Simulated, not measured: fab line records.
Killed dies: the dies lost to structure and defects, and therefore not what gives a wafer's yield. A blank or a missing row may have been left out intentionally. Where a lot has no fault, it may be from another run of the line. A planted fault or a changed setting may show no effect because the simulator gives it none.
Which tool is to blame? :: flow nand_harc :: Sampling: 7 lots, 21 wafers, 4 of 1302 route steps

## WHAT THE GAUGES READ, wafer by wafer
NHARC_END_SORT_01.
lot: L614
measured: day 25 21:14
on: prober-02
killed_at_periphery: 5 4 6

lot: L618
measured: day 26 20:33
on: prober-02
killed_at_periphery: 5 4 3

lot: L620
measured: day 27 23:36
on: prober-01
killed_at_periphery: 4 2 3

lot: L622
measured: day 28 17:11
on: prober-02
killed_at_periphery: 4 2 2

lot: L627
measured: day 30 01:29
on: prober-01
killed_at_periphery: 5 5 3

lot: L632
measured: day 33 06:53
on: prober-02
killed_at_periphery: 4 4 7

lot: L635
measured: day 33 15:07
on: prober-02
killed_at_periphery: 1 6 4

## TOOL THAT RAN EACH LOT (tool first, then ch and the chambers of the sampled wafers, then the start)
lot: L614
NHARC_A_CHANNEL_FILL_D2_ALD_16: ald_hk-03 ch 0,3, day 15 10:31
NHARC_THIN_TSV_ETCH_15: rie_si-05 ch 0,2,3, day 25 02:11
NHARC_THIN_TSV_STRIP_56: plasma_asher-01 ch 0,1, day 25 08:02

lot: L618
NHARC_A_CHANNEL_FILL_D2_ALD_16: ald_hk-01 ch 0,2,3, day 16 09:23
NHARC_THIN_TSV_ETCH_15: rie_si-05 ch 0,1,2, day 26 00:40
NHARC_THIN_TSV_STRIP_56: plasma_asher-01 ch 0,1, day 26 10:44

lot: L620
NHARC_A_CHANNEL_FILL_D2_ALD_16: ald_hk-01 ch 2,3, day 17 12:19
NHARC_THIN_TSV_ETCH_15: rie_si-05 ch 0,1,3, day 27 07:16
NHARC_THIN_TSV_STRIP_56: plasma_asher-01 ch 0,1, day 27 12:58

lot: L622
NHARC_A_CHANNEL_FILL_D2_ALD_16: ald_hk-04 ch 0,1,2, day 18 09:04
NHARC_THIN_TSV_ETCH_15: rie_si-02 ch 1,2,3, day 28 02:02
NHARC_THIN_TSV_STRIP_56: plasma_asher-01 ch 0,1, day 28 07:54

lot: L627
NHARC_A_CHANNEL_FILL_D2_ALD_16: ald_hk-04 ch 0,1, day 20 04:01
NHARC_THIN_TSV_ETCH_15: rie_si-05 ch 0,1,2, day 29 09:44
NHARC_THIN_TSV_STRIP_56: plasma_asher-01 ch 0,1, day 29 15:23

lot: L632
NHARC_A_CHANNEL_FILL_D2_ALD_16: ald_hk-04 ch 0,3, day 22 19:26
NHARC_THIN_TSV_ETCH_15: rie_si-05 ch 0,1,2, day 32 12:46
NHARC_THIN_TSV_STRIP_56: plasma_asher-02 ch 0,1, day 32 20:05

lot: L635
NHARC_A_CHANNEL_FILL_D2_ALD_16: ald_hk-04 ch 0,1,3, day 23 15:21
NHARC_THIN_TSV_ETCH_15: rie_si-03 ch 0,3, day 32 23:53
NHARC_THIN_TSV_STRIP_56: plasma_asher-02 ch 0,1, day 33 05:58
- NHARC_A_CHANNEL_FILL_D2_ALD_16: deposits SiO2, target thk 1.5 nm, pulse time 10 s, ald cycles 15.
- NHARC_THIN_TSV_ETCH_15: target depth 3000 nm, bosch target overetch cycles 2, bosch etch step 2.8 s.
- NHARC_THIN_TSV_STRIP_56: strips in O2.

## THE ANSWER, worked out from the rows above alone
Rule: the usual values come from the lots themselves. Put in order of their means at a reading, lots are off if they are a third of the lots or fewer, leave a main group of 4 or more, and stand apart from it by a gap of 3 or more times the standard deviation of the main group's means; of several such gaps the widest counts. A main group is skipped when, at the precision printed for the reading in the tables above, its means are all equal. A lot without any number at a reading at which 4 lots or more have one is off too. All remaining lots with rows at the step are treated as sound.
Across all readings shown, no lot is off: no conclusion can be drawn from this.

## WHAT HAD BEEN PUT IN BY THE SIMULATOR
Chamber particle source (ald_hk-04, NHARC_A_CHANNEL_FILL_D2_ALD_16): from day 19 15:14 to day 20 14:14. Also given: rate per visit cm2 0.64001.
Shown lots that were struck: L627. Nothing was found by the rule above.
